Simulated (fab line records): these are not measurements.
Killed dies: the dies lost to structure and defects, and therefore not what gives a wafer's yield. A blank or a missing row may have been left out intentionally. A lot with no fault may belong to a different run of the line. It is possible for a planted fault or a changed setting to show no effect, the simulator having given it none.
Which tool was responsible? | flow n5_finfet | Sampling: 12 lots, 36 wafers, 2 of 1938 route steps

== WHAT THE GAUGES READ, wafer by wafer ==
N5_BEOL_M15_CD_MEAS_17 targets a cd of 360 nm.
lot  | measured     | on        | cd_nm (nm)
L074 | day 11 18:04 | cd_sem-01 | 364.9 362.7 363.1
L077 | day 12 13:59 | cd_sem-01 | 362.1 361.2 363.9
L079 | day 12 23:02 | cd_sem-03 | 358.2 359.9 364.0
L081 | day 13 13:50 | cd_sem-02 | 365.8 360.2 362.9
L082 | day 13 18:02 | cd_sem-03 | 357.1 358.8 359.5
L085 | day 15 01:28 | cd_sem-02 | 362.4 359.7 357.5
L088 | day 15 03:56 | cd_sem-03 | 362.9 360.8 361.2
L087 | day 15 05:00 | cd_sem-01 | 361.2 361.8 362.5
L089 | day 15 18:34 | cd_sem-02 | 359.4 360.2 360.9
L092 | day 16 13:31 | cd_sem-01 | 358.3 361.4 358.6
L093 | day 16 16:50 | cd_sem-03 | 362.7 359.8 363.8
L097 | day 17 06:26 | cd_sem-01 | 361.2 362.4 362.3

== WHICH TOOL RAN EACH LOT (tool, then ch and the chambers of the sampled wafers, then the start) ==
lot  | N5_BEOL_M15_ILD_DEP_00
L074 | pecvd-03 ch 0,1,2, day 11 16:48
L077 | pecvd-03 ch 0,1,2, day 12 12:49
L079 | pecvd-03 ch 0,1, day 12 21:44
L081 | pecvd-03 ch 0,1, day 13 12:34
L082 | pecvd-03 ch 0,1,2, day 13 16:44
L085 | pecvd-02 ch 0,1,2, day 15 00:20
L088 | pecvd-01 ch 0,2, day 15 02:48
L087 | pecvd-03 ch 0,1, day 15 03:26
L089 | pecvd-02 ch 0,1,2, day 15 17:15
L092 | pecvd-01 ch 0,2, day 16 12:10
L093 | pecvd-03 ch 0,1,2, day 16 15:41
L097 | pecvd-03 ch 0,1, day 17 05:09
- N5_BEOL_M15_ILD_DEP_00: deposits SiO2 from TEOS/O2, target thk 1629.3 nm, time 346.1 s.

== THE ANSWER, worked out from the rows above alone ==
Rule: the usual values come from the lots themselves. Put in order of their means at a reading, lots are off if they are a third of the lots or fewer, leave a main group of 4 or more, and stand apart from it by a gap of 3 or more times the standard deviation of the main group's means; of several such gaps the widest counts. A main group is skipped when, at the precision printed for the reading in the tables above, its means are all equal. A lot without any number at a reading at which 4 lots or more have one is off too. The other lots that the step has rows for count as sound.
None of the lots is off at any reading shown; this tells nothing.

== WHAT THE SIMULATOR HAD INSERTED ==
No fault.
